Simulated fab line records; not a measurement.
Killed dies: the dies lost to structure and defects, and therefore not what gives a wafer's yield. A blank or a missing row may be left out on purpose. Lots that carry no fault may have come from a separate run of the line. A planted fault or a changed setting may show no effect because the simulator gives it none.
2 desks looking at one fault + flow nand-harc + only its own numbers are on each desk; what lay behind them is given at the end

== DESK OF THE TOOL OWNER: pvd-sputter-03 ==
The tool's own readings at NHARC_P_M1_PVD_21 (deposits Cu, target thk 30 nm, time 20.49 s): means of the sampled wafers that have a number, for each lot that ran on this tool. The brackets show how far a lot's mean lies from the usual mean; more than 4 standard deviations puts the lot out of limits, marked OUT.
Columns: A = cathode-dc-power-W at NHARC_P_M1_PVD_21, usual 5000.0 W; B = throttle-valve-pct at NHARC_P_M1_PVD_21, usual 29.5 %
| lot  | first seen here | A      | B    |
|------|-----------------|--------|------|
| L224 | day 5 18:41     | 4999.7 | 29.3 |
| L226 | day 6 04:27     | 4999.4 | 29.3 |
| L227 | day 6 22:20     | 5000.0 | 30.3 |
| L231 | day 7 13:04     | 4999.1 | 29.3 |
| L233 | day 8 05:59     | 4999.9 | 29.3 |
| L234 | day 8 11:43     | 5000.4 | 30.1 |
| L242 | day 10 08:08    | 5000.2 | 29.3 |
| L241 | day 10 08:29    | 5000.3 | 29.2 |
This desk found nothing out of limits on any of the 8 lots.

== AT THE METROLOGY DESK ==
What the gauges read, lot by lot, whatever tool the lot ran on: means of the sampled wafers that have a number. The brackets show how far a lot's mean lies from the usual mean; more than 4 standard deviations puts the lot out of limits, marked OUT.
Columns: A = thk-nm at NHARC_A_BONDPAD_THK_MEAS_20, usual 169.9 nm
| lot  | first seen here | A     |
|------|-----------------|-------|
| L226 | day 18 09:34    | 168.6 |
| L224 | day 18 11:47    | 170.1 |
| L227 | day 18 16:33    | 170.6 |
| L228 | day 18 16:52    | 169.0 |
| L230 | day 19 06:22    | 170.1 |
| L229 | day 19 09:20    | 170.4 |
| L231 | day 19 09:57    | 171.2 |
| L232 | day 20 05:52    | 169.5 |
| L233 | day 20 06:06    | 170.3 |
| L234 | day 20 08:01    | 169.4 |
| L243 | day 22 19:48    | 169.8 |
This desk found nothing out of limits on any of the 11 lots.

== PUT TOGETHER ==
The desk of the tool owner found nothing out of limits.
Nothing out of limits was seen by the metrology desk.

== WHAT THE SIMULATOR HAD PUT IN ==
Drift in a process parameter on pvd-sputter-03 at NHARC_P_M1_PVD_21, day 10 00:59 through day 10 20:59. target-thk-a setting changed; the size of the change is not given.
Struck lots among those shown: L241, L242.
